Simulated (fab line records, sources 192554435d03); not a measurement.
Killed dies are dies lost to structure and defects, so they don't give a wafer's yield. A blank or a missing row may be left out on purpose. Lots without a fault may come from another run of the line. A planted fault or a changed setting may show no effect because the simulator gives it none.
Split-lot experiment | flow n5_finfet | 7 lots, 39 wafers read, on a route of 1938 steps

THE SPLIT
At N5_DUMMY_GATE_ETCH_37 (etches SOC in N2/H2, target depth 60 nm, overetch 30 nm), the setting source_w was moved away from the recipe's 840 W on 12 of the 39 wafers read, by -15.1% to +15.0%. The other wafers ran this setting at the recipe's value.

The reading is taken at the split's own step.

THE READING
rf_vpp_V, in V, at N5_DUMMY_GATE_ETCH_37 (etches SOC in N2/H2, target depth 60 nm, overetch 30 nm). Fault-free wafers of this fab line usually give 524.5 V, standard deviation 2.5 V.

wafer  | tool, chamber at the split | source_w as run, W | against the recipe | rf_vpp_V, V | against lot-mates on the recipe
L074.1 | rie_diel-04, 3             | 840                | recipe             | 526.4       | -
L074.2 | rie_diel-04, 0             | 840                | recipe             | 521.6       | -
L074.3 | rie_diel-04, 1             | 840                | recipe             | 522.0       | -
L074.4 | rie_diel-04, 2             | 840                | recipe             | 525.3       | -
L074.5 | rie_diel-04, 2             | 840                | recipe             | 524.6       | -
L074.6 | rie_diel-04, 1             | 840                | recipe             | 520.4       | -
L076.1 | rie_diel-02, 2             | 840                | recipe             | 522.9       | -
L076.3 | rie_diel-02, 0             | 840                | recipe             | 524.4       | -
L076.6 | rie_diel-02, 0             | 840                | recipe             | 525.1       | -
L077.1 | rie_diel-02, 2             | 840                | recipe             | 522.6       | -
L077.2 | rie_diel-02, 0             | 840                | recipe             | 523.2       | -
L077.3 | rie_diel-02, 1             | 840                | recipe             | 527.7       | -
L077.4 | rie_diel-02, 1             | 900.9              | +7.3%              | 514.8       | -9.7
L077.5 | rie_diel-02, 2             | 900.9              | +7.3%              | 511.7       | -12.8
L077.6 | rie_diel-02, 0             | 900.9              | +7.3%              | 512.6       | -11.9
L080.1 | rie_diel-02, 1             | 965.7              | +15.0%             | 502.7       | -22.5
L080.2 | rie_diel-02, 0             | 840                | recipe             | 523.2       | -
L080.3 | rie_diel-02, 3             | 965.7              | +15.0%             | 504.8       | -20.4
L080.4 | rie_diel-02, 2             | 840                | recipe             | 524.1       | -
L080.5 | rie_diel-02, 0             | 965.7              | +15.0%             | 500.2       | -25.0
L080.6 | rie_diel-02, 3             | 840                | recipe             | 528.2       | -
L083.1 | rie_diel-02, 0             | 840                | recipe             | 524.5       | -
L083.2 | rie_diel-02, 2             | 840                | recipe             | 522.5       | -
L083.3 | rie_diel-02, 1             | 840                | recipe             | 527.4       | -
L083.4 | rie_diel-02, 3             | 840                | recipe             | 527.2       | -
L083.5 | rie_diel-02, 1             | 840                | recipe             | 527.3       | -
L083.6 | rie_diel-02, 0             | 840                | recipe             | 525.2       | -
L089.1 | rie_diel-05, 1             | 840                | recipe             | 523.1       | -
L089.2 | rie_diel-05, 2             | 840                | recipe             | 521.7       | -
L089.3 | rie_diel-05, 3             | 713.5              | -15.1%             | 552.3       | +29.2
L089.4 | rie_diel-05, 3             | 713.5              | -15.1%             | 551.7       | +28.6
L089.5 | rie_diel-05, 2             | 713.5              | -15.1%             | 551.7       | +28.6
L089.6 | rie_diel-05, 1             | 840                | recipe             | 524.4       | -
L092.1 | rie_diel-05, 0             | 840                | recipe             | 526.1       | -
L092.2 | rie_diel-05, 2             | 904.4              | +7.7%              | 509.6       | -14.1
L092.3 | rie_diel-05, 1             | 840                | recipe             | 522.2       | -
L092.4 | rie_diel-05, 3             | 904.4              | +7.7%              | 511.1       | -12.6
L092.5 | rie_diel-05, 3             | 840                | recipe             | 522.7       | -
L092.6 | rie_diel-05, 0             | 904.4              | +7.7%              | 513.2       | -10.5

THE FIT
A straight line over all 39 wafers: rf_vpp_V changes by -1.65 V for each +1% of source_w; r = -0.98; the points scatter about the line by 2.2 V.
The same after taking each lot's own level away (the mean of its wafers on the recipe; 39 wafers): -1.71 V for each +1%; r = -0.98; scatter 2.1 V.
On that fit, the largest move of source_w shifts the reading by 26 V.
The lots' own levels span 523.07 to 525.68 V, that is 1.0 times the standard deviation above.
So the lot-to-lot level changes the slope little: the two slopes agree.
Check: with one of the wafers moved furthest among these (-15.1%) left out of the fit, the line predicts +25.6 V for it against its lot-mates. It came out at +29.2 V against them.
Tool readings at the split's step, against how far the setting was moved: rf_vpp_V r = -0.98.

THE FILE'S OWN FIT
rf_vpp_V changes by -1.69 V for each +1% of source_w, r = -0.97.
